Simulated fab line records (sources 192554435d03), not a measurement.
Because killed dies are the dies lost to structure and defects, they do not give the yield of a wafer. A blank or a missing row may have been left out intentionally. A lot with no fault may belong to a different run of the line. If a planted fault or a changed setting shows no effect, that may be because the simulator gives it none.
Lot-split experiment + flow n5 finfet + 7 lots, 21 wafers read, on a route of 1938 steps

## THE SPLIT
At N5_BEOL_M8_PECVD_70 (deposits SiO2 from TEOS/O2, target thk 20 nm, time 22.7 s), the setting temp c was moved away from the recipe's 400 C on 7 of the 21 wafers read, by -4.3% to +3.8%. For the rest of the wafers, this setting stayed at what the recipe calls for.

The reading is taken at the split's own step.

## THE READING
SiO2_of_BEOL_M8_PECVD_70.thk nm (the simulator's own value, which no gauge read), in nm, at N5_BEOL_M8_PECVD_70 (deposits SiO2 from TEOS/O2, target thk 20 nm, time 22.7 s). There is no usual value for it anywhere in the file. Average 19.9 nm, standard deviation 0.14 nm, over the 14 wafers here run with the recipe.

| wafer  | tool, chamber at the split | temp c as run, C | against the recipe | SiO2_of_BEOL_M8_PECVD_70.thk nm, nm | against lot-mates on the recipe |
|--------|----------------------------|------------------|--------------------|-------------------------------------|---------------------------------|
| L074.2 | pecvd-01, 0                | 400              | recipe             | 20                                  | -                               |
| L074.3 | pecvd-01, 2                | 382.7            | -4.3%              | 22.2                                | +2.2                            |
| L074.6 | pecvd-01, 1                | 382.7            | -4.3%              | 22.8                                | +2.8                            |
| L075.3 | pecvd-02, 1,0              | 408.1            | +2.0%              | 19                                  | -1.2                            |
| L075.6 | pecvd-02, 1,0              | 408.1            | +2.0%              | 19                                  | -1.2                            |
| L075.4 | pecvd-02, 1                | 400              | recipe             | 20.2                                | -                               |
| L083.3 | pecvd-01, 0                | 415.3            | +3.8%              | 17.6                                | -2.3                            |
| L083.4 | pecvd-01, 0                | 400              | recipe             | 19.8                                | -                               |
| L083.5 | pecvd-01, 1                | 400              | recipe             | 20                                  | -                               |
| L087.4 | pecvd-01, 0                | 414.4            | +3.6%              | 18.4                                | -1.6                            |
| L087.5 | pecvd-01, 2                | 400              | recipe             | 20                                  | -                               |
| L087.6 | pecvd-01, 1                | 414.4            | +3.6%              | 18.2                                | -1.8                            |
| L086.1 | pecvd-04, 1                | 400              | recipe             | 20                                  | -                               |
| L086.2 | pecvd-04, 0                | 400              | recipe             | 19.8                                | -                               |
| L086.4 | pecvd-04, 1                | 400              | recipe             | 20.2                                | -                               |
| L091.2 | pecvd-04, 2,1,0            | 400              | recipe             | 19.8                                | -                               |
| L091.3 | pecvd-04, 2,1,0            | 400              | recipe             | 19.8                                | -                               |
| L091.5 | pecvd-04, 2,1,0            | 400              | recipe             | 19.8                                | -                               |
| L093.3 | pecvd-02, 0                | 400              | recipe             | 20                                  | -                               |
| L093.6 | pecvd-02, 0                | 400              | recipe             | 20                                  | -                               |
| L093.5 | pecvd-02, 2                | 400              | recipe             | 19.8                                | -                               |
When a row names more than one chamber, that row covers several wafers, and the file does not tell which wafer ran in which chamber.

THE FIT
A straight line over all 21 wafers: SiO2_of_BEOL_M8_PECVD_70.thk nm changes by -0.546 nm for each +1% of temp c; r = -0.98; the points scatter about the line by 0.21 nm.
The same after taking each lot's own level away (the mean of its wafers on the recipe; 21 wafers): -0.553 nm for each +1%; r = -0.99; scatter 0.17 nm.
On that fit, the largest move of temp c shifts the reading by 2.4 nm.
Across the lots, their own levels run from 19.80 to 20.20 nm, a range of 2.9 times the standard deviation given above.
The two slopes agree, so the slope changes little with the lot-to-lot level.
Check: with one of the wafers moved furthest among these (-4.3%) left out of the fit, the line predicts +2.51 nm for it against its lot-mates. It came out at +2.2 nm against them.

## ADDITIONAL SPLITS CARRIED BY THESE WAFERS
Before the reading, these wafers also passed through other splits. Each is held against what the fit with the lots' levels taken away leaves over:
| other split on the same wafers    | wafers away from the commonest value | r with SiO2_of_BEOL_M8_PECVD_70.thk nm (lot level and that fit taken away) |
|-----------------------------------|--------------------------------------|----------------------------------------------------------------------------|
| N5_BEOL_M6_EXPOSE_25 dose mj      | 9                                    | +0.09                                                                      |
| N5_BEOL_M7_HM_DEP_02 target thk a | 8                                    | -0.15                                                                      |
| N5_BEOL_M7_EXPOSE_08 dose mj      | 1                                    | +0.14                                                                      |

## FILE'S OWN FIT
SiO2_of_BEOL_M8_PECVD_70.thk nm changes by -0.559 nm for each +1% of temp c, r = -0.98.
